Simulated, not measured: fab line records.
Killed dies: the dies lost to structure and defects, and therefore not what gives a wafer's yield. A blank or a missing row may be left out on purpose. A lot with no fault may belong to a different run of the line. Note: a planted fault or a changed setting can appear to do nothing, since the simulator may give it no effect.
Struck lot and sound lot, side by side :: flow nand harc :: 15 out of 1159 route steps
Sound: wafers L455.1, L455.3, L455.5. Struck: wafers L453.1, L453.3, L453.6. Last of all comes the cause.
Per side, at each step with rows, come the tool, then ch with its chambers, and then its first start. Under that, the readings that differ: sound wafers :: struck wafers :: difference of the means :: sigmas: that difference in standard deviations of wafers without a fault.
alike: readings with means less than 2 such deviations apart, plus words and numbers identical on both sides. not compared: withheld readings, readings lacking a value on some wafer, bounds such as >300 that could conceal the same value, and numbers that have no deviation in the record and whose values overlap.
Wherever a step has rows on one side only, a row that says differs or no value, or a row with sigmas, the two part there. Non-overlapping numbers with no deviation appear without sigmas and do not part them. A reading that every wafer of one side lacks parts them only if that side has two wafers or more.

NHARC_P_M2_DESCUM_14: chemistry O2, time 3 s.
  sound on rie diel-02 ch 0,2, day 11 12:36; struck on rie diel-02 ch 0,1, day 10 21:14
  alike: drypump motor current A, oes product au, rf vpp V, showerhead plenum p Torr, throttle valve pct
  not compared: rf hours counter h
then, 2 steps without rows for these wafers: NHARC_P_M2_ETCH_35 (etches the open film in N2/H2, target depth 40 nm, overetch 12 nm, time 43.94 s); NHARC_P_M2_ETCH_15 (etches the open film in C4F8/Ar, target depth 182.5 nm, time 91.2 s).
NHARC_P_M2_CD_MEAS_16:
  sound on cd sem-02 at day 11 12:54; struck on cd sem-02 at day 10 21:32
  alike: cd nm
NHARC_P_M2_STRIP_18: strips in N2/H2.
  sound on rie diel-02 ch 0,2,3, day 11 13:02; struck on rie diel-05 ch 0,2,3, day 10 21:38
  alike: drypump motor current A, oes product au, rf vpp V, showerhead plenum p Torr, throttle valve pct
  not compared: rf hours counter h
then, 3 steps without rows for these wafers: NHARC_P_M2_ETCH_28 (etches the open film in CF4/N2, target depth 30 nm, time 72.99 s); NHARC_P_M2_STRIP_19 (strips in post etch residue remover, time 600 s); NHARC_P_M2_DEGAS_29 (time 60 s).
NHARC_P_M2_PRE_CLEAN_30: time 30 s.
  sound on pvd sputter-02; struck on pvd sputter-03
  alike: heater power w
NHARC_P_M2_PVD_20: deposits TaN, target thk 5 nm, time 8.06 s.
  sound on pvd sputter-02; struck on pvd sputter-03
  alike: throttle valve pct
NHARC_P_M2_PVD_21: deposits Cu, target thk 30 nm, time 20.49 s.
  sound on pvd sputter-02; struck on pvd sputter-03
  alike: throttle valve pct
then, 1 step without rows for these wafers: NHARC_P_M2_ECD_22 (material Cu, target thk 400 nm).
NHARC_P_M2_ANNEAL_31: time 90 s.
  struck on rtp anneal-01, day 10 23:03; sound on rtp anneal-02 ch 0, day 11 15:17
  no value came back on the struck wafers for anneal temp c (C), anneal temp c max, wafer_temp_C_max; on the sound wafers anneal temp c (C) reads 224.97 225.14 224.88
then, 1 step without rows for these wafers: NHARC_P_M2_CMP_23 (polishes, t overpolish 20 s, target thk 144.3 nm).
-- the record jumps here: 14 days lie between the struck wafers' starts before and after (it left off in module P_M2 and takes up again in module END, whose first step shown is number 1159 of the route) --
NHARC_END_SORT_01:
  sound on prober-02 ch 0, day 25 09:35; struck on prober-01 ch 0, day 25 09:43
reading: killed at array
sound: 49 55 51
struck: 25 23 24
difference: -28
sigmas: -3

reading: killed at periphery
sound: 5 2 1
struck: 29 24 29
difference: +25
sigmas: +11

reading: sort_bin_2_pct (%)
sound: 2.8 2.4 2.2
struck: 4.4 4.0 5.3
difference: +2.1
sigmas: +3

reading: sort_bin_4_pct (%)
sound: 5.2 5.2 5.0
struck: 3.1 2.8 2.4
difference: -2.4
sigmas: -2

reading: sort rim yield pct (%)
sound: 86 86 88
struck: 76 74 75
difference: -12
sigmas: -3
  alike: defect limited yield, killed at other, killed dies, killed open, killed short, sort_bin_3_pct, sort n pass, sort yield pct

## WHERE THEY PART
Earliest at NHARC_P_M2_ANNEAL_31; latest, in this record, at NHARC_END_SORT_01.

WHY: what had been put in by the simulator
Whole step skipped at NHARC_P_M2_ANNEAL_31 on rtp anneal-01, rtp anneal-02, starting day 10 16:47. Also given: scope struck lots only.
